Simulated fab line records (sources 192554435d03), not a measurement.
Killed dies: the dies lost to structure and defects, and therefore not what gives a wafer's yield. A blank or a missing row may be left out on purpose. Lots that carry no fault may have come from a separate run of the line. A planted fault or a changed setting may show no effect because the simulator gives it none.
Matching of chambers :: flow n5Finfet :: N5_BEOL_M0_CO_CAP_123 on cvdCo-02 has 3 sister chambers
The step material Co, precursor CCTBA/H2, target thk 2 nm, time 102.1 s. 6 wafers are shown with their chamber, then 12 later ones without.

== WAFERS, EACH WITH ITS CHAMBER ==
wafer: L081.6
chamber: 0
heaterPowerW (W): 255

wafer: L082.2
chamber: 0
heaterPowerW (W): 260

wafer: L085.5
chamber: 2
heaterPowerW (W): 234

wafer: L089.3
chamber: 1
heaterPowerW (W): 212

wafer: L089.4
chamber: 2
heaterPowerW (W): 243

wafer: L089.6
chamber: 1
heaterPowerW (W): 209

== WAFERS WITHOUT THEIR CHAMBER ==
wafer: L090.4
heaterPowerW (W): 213

wafer: L090.5
heaterPowerW (W): 256

wafer: L090.6
heaterPowerW (W): 238

wafer: L091.2
heaterPowerW (W): 252

wafer: L091.3
heaterPowerW (W): 237

wafer: L091.5
heaterPowerW (W): 238

wafer: L094.2
heaterPowerW (W): 216

wafer: L094.4
heaterPowerW (W): 255

wafer: L094.6
heaterPowerW (W): 247

wafer: L096.2
heaterPowerW (W): 216

wafer: L096.4
heaterPowerW (W): 210

wafer: L096.6
heaterPowerW (W): 256

== CHAMBER TAKEN BY EACH ==
wafer: L090.4
from the rows above: 1
in truth: 1

wafer: L090.5
from the rows above: 0
in truth: 0

wafer: L090.6
from the rows above: 2
in truth: 2

wafer: L091.2
from the rows above: can't be placed: 0 or 2
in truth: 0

wafer: L091.3
from the rows above: 2
in truth: 2

wafer: L091.5
from the rows above: 2
in truth: 2

wafer: L094.2
from the rows above: 1
in truth: 1

wafer: L094.4
from the rows above: 0
in truth: 0

wafer: L094.6
from the rows above: can't be placed: 2 or 0
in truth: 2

wafer: L096.2
from the rows above: 1
in truth: 1

wafer: L096.4
from the rows above: 1
in truth: 1

wafer: L096.6
from the rows above: 0
in truth: 0
10 of 12 placed correctly. Can't be placed from these rows: 2 (the true chamber is among the candidates in 2). 0 placed wrongly.
How it was worked out, from the rows above alone: a wafer's distance from a chamber is the root of the sum, over the readings, of the square of ((its reading less the chamber's mean) divided by the reading's scatter). If the next closest chamber is less than 2 further off than the closest, the wafer can't be placed; otherwise it belongs to the closest. The mean given for a chamber averages the wafers shown for that chamber. The scatter is the square root of a quotient: the sum, over the shown wafers, of each reading's squared deviation from its chamber's mean, divided by wafers minus chambers.
